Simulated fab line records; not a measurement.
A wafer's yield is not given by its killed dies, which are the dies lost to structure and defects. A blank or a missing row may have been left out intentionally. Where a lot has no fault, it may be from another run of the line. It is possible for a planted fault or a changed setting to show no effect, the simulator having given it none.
Which of the tools did it? / flow n5Finfet / 6 lots with 18 wafers sampled at 2 steps, on a route of 1938 steps

## WHAT THE GAUGES READ, wafer by wafer
N5_BEOL_M5_RS_MEAS_57: measurement is done with a four-point probe.
lot=L513; measured=day 9 07:27; on=filmMetro-01; M5_RS (ohm/sq)=0.392 0.389 0.401
lot=L515; measured=day 10 05:10; on=filmMetro-02; M5_RS (ohm/sq)=0.386 0.383 0.391
lot=L519; measured=day 10 09:50; on=filmMetro-01; M5_RS (ohm/sq)=0.401 0.391 0.385
lot=L518; measured=day 10 19:50; on=filmMetro-02; M5_RS (ohm/sq)=0.385 0.371 0.383
lot=L522; measured=day 11 15:20; on=filmMetro-01; M5_RS (ohm/sq)=0.382 0.361 0.378
lot=L527; measured=day 13 05:13; on=filmMetro-02; M5_RS (ohm/sq)=0.386 0.393 0.383

## WHAT TOOL EACH LOT RAN ON (gives the tool, then ch and the chambers of the sampled wafers, and finally the start)
lot=L513; N5_BEOL_M5_CO_CAP_78=cvdCo-01 ch 0,1,2, day 9 07:14
lot=L515; N5_BEOL_M5_CO_CAP_78=cvdCo-01 ch 0,2, day 10 04:59
lot=L519; N5_BEOL_M5_CO_CAP_78=cvdCo-01 ch 0,1, day 10 09:40
lot=L518; N5_BEOL_M5_CO_CAP_78=cvdCo-01 ch 0,1,2, day 10 19:39
lot=L522; N5_BEOL_M5_CO_CAP_78=cvdCo-02 ch 0,1,2, day 11 15:08
lot=L527; N5_BEOL_M5_CO_CAP_78=cvdCo-01 ch 0,2, day 13 05:01
- N5_BEOL_M5_CO_CAP_78: material Co, precursor CCTBA/H2, target thk 2 nm, time 102.1 s.

## THE ANSWER, worked out from the rows above alone
Rule: what is usual is taken from the lots themselves. Put in order of their means at a reading, lots are off if they are a third of the lots or fewer, leave a main group of 4 or more, and stand apart from it by a gap of 3 or more times the standard deviation of the main group's means; of several such gaps the widest counts. Not used: any main group whose means are identical at the precision the tables above print for the reading. A lot without any number at a reading at which 4 lots or more have one is off too. The other lots that the step has rows for count as sound.
Across all readings shown, no lot is off: no conclusion can be drawn from this.

## WHAT THE SIMULATOR PUT IN
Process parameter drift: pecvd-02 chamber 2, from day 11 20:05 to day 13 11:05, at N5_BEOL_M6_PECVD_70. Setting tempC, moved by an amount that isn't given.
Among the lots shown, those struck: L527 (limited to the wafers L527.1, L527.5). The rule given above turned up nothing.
